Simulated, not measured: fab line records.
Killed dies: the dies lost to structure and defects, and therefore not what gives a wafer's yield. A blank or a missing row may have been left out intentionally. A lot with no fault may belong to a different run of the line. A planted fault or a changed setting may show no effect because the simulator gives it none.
What tool caused it? || flow n5Finfet || Sampling: 10 lots, 29 wafers, 3 of 1938 route steps

== WHAT EACH GAUGE READ, for each wafer ==
N5_MOL_CONTACT_COAG_INSPECT_42: inspects for defects (brightfield). Usual: rawDefectCount reads 209 (standard deviation 63).
{"lot": "L464", "measured": "day 5 03:27", "on": "defectInspect-02", "rawDefectCount": "306 223 322", "flag": ""}
{"lot": "L466", "measured": "day 5 16:29", "on": "defectInspect-02", "rawDefectCount": "246 273 259", "flag": ""}
{"lot": "L467", "measured": "day 5 21:58", "on": "defectInspect-01", "rawDefectCount": "202 175 133", "flag": ""}
{"lot": "L468", "measured": "day 6 04:51", "on": "defectInspect-01", "rawDefectCount": "117 163 177", "flag": ""}
{"lot": "L469", "measured": "day 6 10:59", "on": "defectInspect-01", "rawDefectCount": "221 200 209", "flag": ""}
{"lot": "L474", "measured": "day 7 19:48", "on": "defectInspect-01", "rawDefectCount": "535 123 158", "flag": ""}
{"lot": "L475", "measured": "day 8 01:31", "on": "defectInspect-01", "rawDefectCount": "593 119 146", "flag": ""}
{"lot": "L481", "measured": "day 9 13:31", "on": "defectInspect-01", "rawDefectCount": "101 147 103", "flag": ""}
{"lot": "L486", "measured": "day 10 14:10", "on": "defectInspect-02", "rawDefectCount": "296 402", "flag": ""}
{"lot": "L487", "measured": "day 10 20:58", "on": "defectInspect-01", "rawDefectCount": "196 165 173", "flag": ""}

== WHAT TOOL EACH LOT RAN ON (gives the tool, then ch and the chambers of the sampled wafers, and finally the start) ==
{"lot": "L464", "N5_MOL_CONTACT_COAG_DESCUM_88": "rieDiel-05 ch 0,1, day 5 01:52", "N5_MOL_CONTACT_COAG_ALD_131": "aldSin-02 ch 0,1,2, day 5 02:06"}
{"lot": "L466", "N5_MOL_CONTACT_COAG_DESCUM_88": "rieDiel-05 ch 0,2,3, day 5 15:14", "N5_MOL_CONTACT_COAG_ALD_131": "aldSin-02 ch 0,2,3, day 5 15:22"}
{"lot": "L467", "N5_MOL_CONTACT_COAG_DESCUM_88": "rieDiel-05 ch 0,1,3, day 5 20:45", "N5_MOL_CONTACT_COAG_ALD_131": "aldSin-04 ch 0,3, day 5 20:53"}
{"lot": "L468", "N5_MOL_CONTACT_COAG_DESCUM_88": "rieDiel-01 ch 0,1,3, day 6 03:31", "N5_MOL_CONTACT_COAG_ALD_131": "aldSin-04 ch 0,1,2, day 6 03:38"}
{"lot": "L469", "N5_MOL_CONTACT_COAG_DESCUM_88": "rieDiel-05 ch 2,3, day 6 09:38", "N5_MOL_CONTACT_COAG_ALD_131": "aldSin-03 ch 0,3, day 6 09:46"}
{"lot": "L474", "N5_MOL_CONTACT_COAG_DESCUM_88": "rieDiel-01 ch 0,1, day 7 18:32", "N5_MOL_CONTACT_COAG_ALD_131": "aldSin-04 ch 0,2,3, day 7 18:40"}
{"lot": "L475", "N5_MOL_CONTACT_COAG_DESCUM_88": "rieDiel-01 ch 0,1,2, day 8 00:16", "N5_MOL_CONTACT_COAG_ALD_131": "aldSin-04 ch 0,2,3, day 8 00:25"}
{"lot": "L481", "N5_MOL_CONTACT_COAG_DESCUM_88": "rieDiel-01 ch 0,1,2, day 9 12:16", "N5_MOL_CONTACT_COAG_ALD_131": "aldSin-02 ch 0,1,2, day 9 12:25"}
{"lot": "L486", "N5_MOL_CONTACT_COAG_DESCUM_88": "rieDiel-01 ch 0,3, day 10 12:34", "N5_MOL_CONTACT_COAG_ALD_131": "aldSin-04 ch 1,2, day 10 12:55"}
{"lot": "L487", "N5_MOL_CONTACT_COAG_DESCUM_88": "rieDiel-05 ch 1,3, day 10 19:45", "N5_MOL_CONTACT_COAG_ALD_131": "aldSin-02 ch 1,3, day 10 19:53"}
- N5_MOL_CONTACT_COAG_DESCUM_88: chemistry O2, time 7 s.
- N5_MOL_CONTACT_COAG_ALD_131: deposits SiO2, target thk 5 nm, pulse time 1 s, co reactant pulse time 1 s.

== WHAT THE TOOLS THEMSELVES READ (means of the sampled wafers that have a number; where no wafer has one, the mark that the record gives instead) ==
N5_MOL_CONTACT_COAG_DESCUM_88. Usual: drypumpMotorCurrentA 5.6 A (standard deviation 0.38); o2FlowSccm 225.0 sccm (standard deviation 0.74); oesProductAu 0.80 a.u. (standard deviation 0.08); rfFwdPowerW 49.40 W (standard deviation 0.22); rfVppV 243.2 V (standard deviation 1.3); showerheadPlenumPTorr 2.09 Torr (standard deviation 0.054); throttleValvePct 20.41 % (standard deviation 0.27).
{"lot": "L464", "tool": "rieDiel-05", "drypumpMotorCurrentA (A)": 5.5, "o2FlowSccm (sccm)": 224.9, "oesProductAu (a.u.)": 0.82, "rfFwdPowerW (W)": 49.24, "rfVppV (V)": 244.1, "showerheadPlenumPTorr (Torr)": 2.18, "throttleValvePct (%)": 20.28, "flag": ""}
{"lot": "L466", "tool": "rieDiel-05", "drypumpMotorCurrentA (A)": 5.8, "o2FlowSccm (sccm)": 224.9, "oesProductAu (a.u.)": 0.76, "rfFwdPowerW (W)": 49.57, "rfVppV (V)": 244.4, "showerheadPlenumPTorr (Torr)": 2.15, "throttleValvePct (%)": 20.32, "flag": ""}
{"lot": "L467", "tool": "rieDiel-05", "drypumpMotorCurrentA (A)": 5.5, "o2FlowSccm (sccm)": 225.4, "oesProductAu (a.u.)": 0.79, "rfFwdPowerW (W)": 49.24, "rfVppV (V)": 244.5, "showerheadPlenumPTorr (Torr)": 2.13, "throttleValvePct (%)": 20.41, "flag": ""}
{"lot": "L468", "tool": "rieDiel-01", "drypumpMotorCurrentA (A)": 5.3, "o2FlowSccm (sccm)": 224.6, "oesProductAu (a.u.)": 0.91, "rfFwdPowerW (W)": 49.49, "rfVppV (V)": 242.8, "showerheadPlenumPTorr (Torr)": 2.08, "throttleValvePct (%)": 20.19, "flag": ""}
{"lot": "L469", "tool": "rieDiel-05", "drypumpMotorCurrentA (A)": 6.0, "o2FlowSccm (sccm)": 224.6, "oesProductAu (a.u.)": 0.72, "rfFwdPowerW (W)": 49.39, "rfVppV (V)": 243.8, "showerheadPlenumPTorr (Torr)": 2.12, "throttleValvePct (%)": 20.43, "flag": ""}
{"lot": "L474", "tool": "rieDiel-01", "drypumpMotorCurrentA (A)": 5.4, "o2FlowSccm (sccm)": 225.3, "oesProductAu (a.u.)": 0.89, "rfFwdPowerW (W)": 49.48, "rfVppV (V)": 242.8, "showerheadPlenumPTorr (Torr)": 2.10, "throttleValvePct (%)": 20.00, "flag": ""}
{"lot": "L475", "tool": "rieDiel-01", "drypumpMotorCurrentA (A)": 5.5, "o2FlowSccm (sccm)": 224.9, "oesProductAu (a.u.)": 0.81, "rfFwdPowerW (W)": 49.28, "rfVppV (V)": 242.7, "showerheadPlenumPTorr (Torr)": 2.08, "throttleValvePct (%)": 20.30, "flag": ""}
{"lot": "L481", "tool": "rieDiel-01", "drypumpMotorCurrentA (A)": 5.5, "o2FlowSccm (sccm)": 225.0, "oesProductAu (a.u.)": 0.80, "rfFwdPowerW (W)": 49.28, "rfVppV (V)": 243.5, "showerheadPlenumPTorr (Torr)": 2.07, "throttleValvePct (%)": 20.33, "flag": ""}
{"lot": "L486", "tool": "rieDiel-01", "drypumpMotorCurrentA (A)": 5.2, "o2FlowSccm (sccm)": 225.6, "oesProductAu (a.u.)": 0.82, "rfFwdPowerW (W)": 49.44, "rfVppV (V)": 241.9, "showerheadPlenumPTorr (Torr)": 2.05, "throttleValvePct (%)": 20.41, "flag": ""}
{"lot": "L487", "tool": "rieDiel-05", "drypumpMotorCurrentA (A)": 5.5, "o2FlowSccm (sccm)": 225.1, "oesProductAu (a.u.)": 0.71, "rfFwdPowerW (W)": 49.62, "rfVppV (V)": 242.7, "showerheadPlenumPTorr (Torr)": 2.06, "throttleValvePct (%)": 20.66, "flag": ""}

N5_MOL_CONTACT_COAG_ALD_131. Usual: heaterPowerW 83 W, standard deviation 11; precursorPulseHeightRel 1.000, standard deviation 0.019; susceptorTempC 99.99 C, standard deviation 0.11.
{"lot": "L464", "tool": "aldSin-02", "heaterPowerW (W)": 81, "precursorPulseHeightRel": 1.014, "susceptorTempC (C)": 100.07, "flag": ""}
{"lot": "L466", "tool": "aldSin-02", "heaterPowerW (W)": 91, "precursorPulseHeightRel": 0.994, "susceptorTempC (C)": 99.92, "flag": ""}
{"lot": "L467", "tool": "aldSin-04", "heaterPowerW (W)": 82, "precursorPulseHeightRel": 1.006, "susceptorTempC (C)": 100.00, "flag": ""}
{"lot": "L468", "tool": "aldSin-04", "heaterPowerW (W)": 82, "precursorPulseHeightRel": 0.997, "susceptorTempC (C)": 100.07, "flag": ""}
{"lot": "L469", "tool": "aldSin-03", "heaterPowerW (W)": 75, "precursorPulseHeightRel": 0.984, "susceptorTempC (C)": 100.02, "flag": ""}
{"lot": "L474", "tool": "aldSin-04", "heaterPowerW (W)": 75, "precursorPulseHeightRel": 1.016, "susceptorTempC (C)": 100.01, "flag": ""}
{"lot": "L475", "tool": "aldSin-04", "heaterPowerW (W)": 76, "precursorPulseHeightRel": 0.985, "susceptorTempC (C)": 99.95, "flag": ""}
{"lot": "L481", "tool": "aldSin-02", "heaterPowerW (W)": 82, "precursorPulseHeightRel": 1.008, "susceptorTempC (C)": 99.95, "flag": ""}
{"lot": "L486", "tool": "aldSin-04", "heaterPowerW (W)": 82, "precursorPulseHeightRel": 1.007, "susceptorTempC (C)": 99.95, "flag": ""}
{"lot": "L487", "tool": "aldSin-02", "heaterPowerW (W)": 92, "precursorPulseHeightRel": 0.988, "susceptorTempC (C)": 100.04, "flag": ""}

== THE ANSWER, worked out from the rows above alone ==
Rule: lot off if the mean of its wafers having a number is beyond 3 standard deviations from the usual mean. A lot without any number at a reading at which 4 lots or more have one is off too. Where the step has rows for the other lots, those lots are counted as sound. First the gauges in route order, then the tools' own readings, where a lot's mean is used as printed above. At the first step where some lot is off, the reading lying furthest off is the one used; lots without a number count as furthest.
Across all readings shown, no lot is off: no conclusion can be drawn from this.

== WHAT THE SIMULATOR HAD PUT IN ==
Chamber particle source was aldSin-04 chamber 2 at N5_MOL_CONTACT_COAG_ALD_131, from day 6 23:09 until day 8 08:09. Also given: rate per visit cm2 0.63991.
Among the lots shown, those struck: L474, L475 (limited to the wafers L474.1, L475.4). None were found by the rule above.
